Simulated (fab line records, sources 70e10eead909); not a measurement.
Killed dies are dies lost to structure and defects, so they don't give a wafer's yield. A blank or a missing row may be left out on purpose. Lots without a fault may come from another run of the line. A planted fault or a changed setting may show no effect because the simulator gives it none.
Chamber matching | flow nand_harc | NHARC_A_STAIRCASE_ETCH_271 on rie_diel-09: 4 sister chambers
The step etches the open film in CF4/CHF3. 20 wafers are shown with their chamber, then 10 later ones without.

WAFERS WITH THEIR CHAMBER
wafer  | chamber | drypump_motor_current_A (A) | showerhead_plenum_p_Torr (Torr) | rf_vpp_V (V)
L076.1 | 2       | 6.0                         | 1.56                            | 370.4
L076.3 | 1       | 5.2                         | 1.53                            | 370.0
L076.5 | 1       | 5.3                         | 1.53                            | 369.1
L077.2 | 3       | 4.9                         | 1.62                            | 373.8
L077.5 | 0       | 6.3                         | 1.53                            | 369.1
L077.6 | 3       | 5.0                         | 1.62                            | 373.5
L078.2 | 2       | 6.0                         | 1.56                            | 370.0
L078.5 | 2       | 6.0                         | 1.56                            | 371.6
L078.6 | 3       | 5.0                         | 1.62                            | 372.7
L082.1 | 3       | 5.0                         | 1.62                            | 371.5
L082.4 | 1       | 5.3                         | 1.53                            | 369.1
L082.5 | 0       | 6.3                         | 1.52                            | 369.3
L084.3 | 1       | 5.2                         | 1.53                            | 368.2
L084.5 | 2       | 6.0                         | 1.56                            | 370.3
L084.6 | 3       | 5.0                         | 1.62                            | 372.2
L088.1 | 2       | 6.0                         | 1.55                            | 369.7
L088.2 | 0       | 6.3                         | 1.52                            | 369.4
L088.3 | 1       | 5.2                         | 1.52                            | 367.3
L087.2 | 1       | 5.3                         | 1.52                            | 368.1
L087.5 | 2       | 6.0                         | 1.55                            | 370.3

SIGNATURES (means of the wafers above)
reading                  | chamber 0 | chamber 1 | chamber 2 | chamber 3 | scatter within a chamber
drypump_motor_current_A  | 6.300     | 5.250     | 6.000     | 4.980     | 0.0379
showerhead_plenum_p_Torr | 1.5233    | 1.5267    | 1.5567    | 1.6200    | 0.00456
rf_vpp_V                 | 369.267   | 368.633   | 370.383   | 372.740   | 0.8
Rule: a wafer's distance from a chamber is the root of the sum, over the readings, of the square of ((its reading less the chamber's mean) divided by the reading's scatter). The wafer belongs to the nearest chamber; if the next one is less than 2 further off, it can't be placed. The scatter: the root of (the sum of the squares of (reading less its chamber's mean) over the shown wafers, divided by (wafers less chambers)).

WAFERS WITHOUT THEIR CHAMBER
wafer  | drypump_motor_current_A (A) | showerhead_plenum_p_Torr (Torr) | rf_vpp_V (V)
L087.6 | 5.3                         | 1.52                            | 370.6
L089.1 | 5.2                         | 1.52                            | 368.4
L089.3 | 5.0                         | 1.61                            | 371.4
L089.5 | 5.0                         | 1.61                            | 371.3
L094.1 | 6.3                         | 1.51                            | 369.5
L094.3 | 5.0                         | 1.61                            | 371.8
L094.4 | 6.3                         | 1.51                            | 369.7
L095.1 | 5.0                         | 1.60                            | 371.4
L095.2 | 5.3                         | 1.51                            | 368.3
L095.3 | 6.3                         | 1.51                            | 370.0

WHICH CHAMBER EACH WENT THROUGH
wafer  | from the rows above | in truth
L087.6 | 1                   | 1
L089.1 | 1                   | 1
L089.3 | 3                   | 3
L089.5 | 3                   | 3
L094.1 | 0                   | 0
L094.3 | 3                   | 3
L094.4 | 0                   | 0
L095.1 | 3                   | 3
L095.2 | 1                   | 1
L095.3 | 0                   | 0
Placed correctly: 10 of 10. Can't be placed from these rows: 0. Placed wrongly: 0.
